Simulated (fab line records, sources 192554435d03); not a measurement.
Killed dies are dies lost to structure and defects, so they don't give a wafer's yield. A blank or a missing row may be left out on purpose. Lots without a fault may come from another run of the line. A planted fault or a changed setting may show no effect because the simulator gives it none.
A struck lot beside a sound one | flow n5_finfet | 36 steps out of a route of 1938
Sound: wafers L812.1, L812.3, L812.5. Struck: wafer L816.5. (L816.4 of the same lot was not struck and is left out.) The cause comes at the end.
At each step with rows: each side's tool, then ch and its chambers, then its first start. Under that, the readings that differ: sound wafers | struck wafers | difference of the means | sigmas: that difference in standard deviations of wafers without a fault.
alike: readings whose means differ by less than 2 such deviations, and words and numbers that are the same on both sides. not compared: withheld readings, readings that some wafer has no value for, bounds like >300 that may hide the same value, and numbers for which the record gives no deviation and whose values overlap.
The two part at a step that has a row with sigmas, a row that says differs or no value, or rows on one side only. Numbers that don't overlap but have no deviation are shown without sigmas and don't part them. A reading that every wafer of one side lacks parts them only if that side has two wafers or more.

first, 9 steps without rows for these wafers: N5_BEOL_M4_ANNEAL_95 (time 240 s); N5_BEOL_M4_SPUTTER_96 (material Cu, target thk 4.5 nm, time 8.29 s); N5_BEOL_M4_ECD_50 (material Cu, target thk 300 nm); N5_BEOL_M4_ANNEAL_51 (time 90 s); N5_BEOL_M4_CMP_52 (polishes, stops on SiOC, t overpolish 6.8 s, target thk 40 nm); N5_BEOL_M4_PRE_CLEAN_60 (time 15 s); N5_BEOL_M4_CO_CAP_55 (material Co, precursor CCTBA/H2, target thk 2 nm, time 102.1 s); N5_BEOL_M4_PRE_CLEAN_56 (time 15 s); N5_BEOL_M4_DEP_57 (deposits SiCN from 3MS/NH3, target thk 8 nm, time 14 s).
N5_BEOL_M4_RC_MEAS_101:
  sound on prober-02 ch 0, day 10 23:55; struck on prober-02 ch 0, day 11 22:06
  alike: DIBL_N, DIBL_P, IOFF_N, IOFF_P, ION_N, ION_P, SS_N, SS_P, VT_N, VT_P
then, 24 steps without rows for these wafers: N5_BEOL_M5_ILD_DEP_00 (deposits SiCOH lowk from DEMS/porogen, target thk 140.64 nm, time 25.9 s); N5_BEOL_M5_CURE_79 (cures SiCOH lowk, time 240 s); N5_BEOL_M5_PECVD_70 (deposits SiO2 from TEOS/O2, target thk 16 nm, time 18 s); N5_BEOL_M5_HM_DEP_02 (deposits TiN, target thk 20 nm); N5_BEOL_M5_COAT_59 (time 60 s, resist thk 60 nm); N5_BEOL_M5_COAT_60 (time 60 s, resist thk 12 nm); N5_BEOL_M5_COAT_71 (time 60 s, resist thk 5 nm); N5_BEOL_M5_COAT_05 (resist thk 30 nm); N5_BEOL_M5_EBR_07; N5_BEOL_M5_SOFTBAKE_06 (time 60 s); N5_BEOL_M5_EXPOSE_08 (exposes mask M5, target cd 28 nm); N5_BEOL_M5_PEB_09 (peb time 60 s); N5_BEOL_M5_DEVELOP_10 (develop time 30 s); N5_BEOL_M5_DESCUM_16 (chemistry O2, time 7 s); N5_BEOL_M5_ETCH_72 (etches underlayer in N2/H2, target depth 6.5 nm, time 5.2 s); N5_BEOL_M5_ETCH_61 (etches SiARC in CF4, target depth 15.6 nm, time 26 s); N5_BEOL_M5_ETCH_62 (etches SOC in N2/H2, target depth 75 nm, overetch 15 nm, time 112.5 s); N5_BEOL_M5_STRIP_63 (strips in N2/H2); N5_BEOL_M5_STRIP_73 (strips in N2/H2); N5_BEOL_M5_STRIP_64 (strips in CF4); N5_BEOL_M5_HM_OPEN_17 (chemistry Cl2/BCl3, target TiN, target depth 20 nm, overetch 6 nm); N5_BEOL_M5_STRIP_19 (strips in O2); N5_BEOL_M5_COAT_65 (time 60 s, resist thk 60 nm); N5_BEOL_M5_COAT_66 (time 60 s, resist thk 12 nm).
-- the record jumps here: 4 days lie between the struck wafers' starts before and after (it left off in module BEOL_M5 and takes up again in module PASSIVATION, whose first step shown is number 1936 of the route) --
N5_PASSIVATION_PECVD_01: deposits SiNx from SiH4/NH3/N2, target thk 200 nm, time 43.2 s.
  sound on pecvd-01 ch 1,2, day 14 20:51; struck on pecvd-03 ch 2, day 15 19:33
  reading                                        | sound         | struck | difference | sigmas
  model.SiNx_of_PASSIVATION_PECVD_01.thk_nm (nm) | 200 199.4 204 | 273.2  | +72.1      |
  alike: heater_power_w, showerhead_plenum_p_Torr, throttle_valve_pct
N5_PASSIVATION_PROBE_49:
  sound on prober-01, day 15 04:25; struck on prober-01, day 16 02:53
  reading                  | sound          | struck | difference | sigmas
  defect_limited_yield (%) | 92.8 93.9 91.2 | 0      | -93        | -54
  killed_at_other          | 3 0 3          | 1096   | +1094      | +99 or more
  killed_dies              | 85 72 104      | 1180   | +1093      | +55
  killed_on_rim            | 12 8 18        | 152    | +139       | +31
  sort_bin_5_function (%)  | 4.3 2.7 4.6    | 96.9   | +93.0      | +85
  sort_n_pass              | 1095 1108 1076 | 0      | -1093      | -55
  sort_yield_pct (%)       | 92.8 93.9 91.2 | 0      | -93        | -54
  alike: killed_at_M0_to_M3, killed_at_M4_up, killed_at_contacts, killed_at_front_end, killed_open, killed_short, sort_bin_6_memory

WHERE THEY PART
Only at N5_PASSIVATION_PROBE_49, within this record.

WHY: what the simulator had put in
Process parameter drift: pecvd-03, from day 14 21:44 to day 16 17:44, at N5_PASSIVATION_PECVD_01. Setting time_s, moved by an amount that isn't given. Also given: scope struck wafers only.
